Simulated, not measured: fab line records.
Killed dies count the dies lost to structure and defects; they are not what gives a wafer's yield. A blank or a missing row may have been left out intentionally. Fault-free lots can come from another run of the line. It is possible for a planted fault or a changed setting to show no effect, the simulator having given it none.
Matching of chambers ; flow n5 finfet ; N5_BEOL_M13_DESCUM_33 on rie diel-04: 4 sister chambers
The step chemistry O2, time 7.9 s. 4 wafers are shown with their chamber, then 9 later ones without.

## EACH WAFER AND ITS CHAMBER
wafer;chamber;showerhead plenum p Torr (Torr)
L084.4;2;2.07
L089.3;3;2.08
L089.5;1;2.08
L089.6;0;2.21

## WAFERS MISSING THEIR CHAMBER
wafer;showerhead plenum p Torr (Torr)
L092.1;2.20
L092.2;2.07
L092.6;2.08
L093.1;2.07
L093.3;2.07
L093.6;2.07
L096.1;2.07
L096.5;2.07
L096.6;2.20

## THE CHAMBER EACH PASSED THROUGH
wafer;from the rows above;in truth
L092.1;0;0
L092.2;2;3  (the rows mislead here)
L092.6;can't be placed: 1 or 3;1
L093.1;2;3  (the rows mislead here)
L093.3;2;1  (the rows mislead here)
L093.6;2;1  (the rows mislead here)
L096.1;2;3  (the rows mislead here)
L096.5;2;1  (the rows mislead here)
L096.6;0;0
Correct placement for 2 of the 9. Cannot be placed on the basis of these rows: 1; the candidates contain the true chamber in 1. Placed wrongly: 6.
How it was worked out, from the rows above alone: a wafer's distance from a chamber is the root of the sum, over the readings, of the square of ((its reading less the chamber's mean) divided by the reading's scatter). The wafer belongs to the nearest chamber; if the next one is less than 2 further off, it can't be placed. A chamber's mean is the mean of its shown wafers. The scatter: with one shown wafer a chamber, the root of the mean of the squares of how far each hidden wafer lies from its nearest shown one.
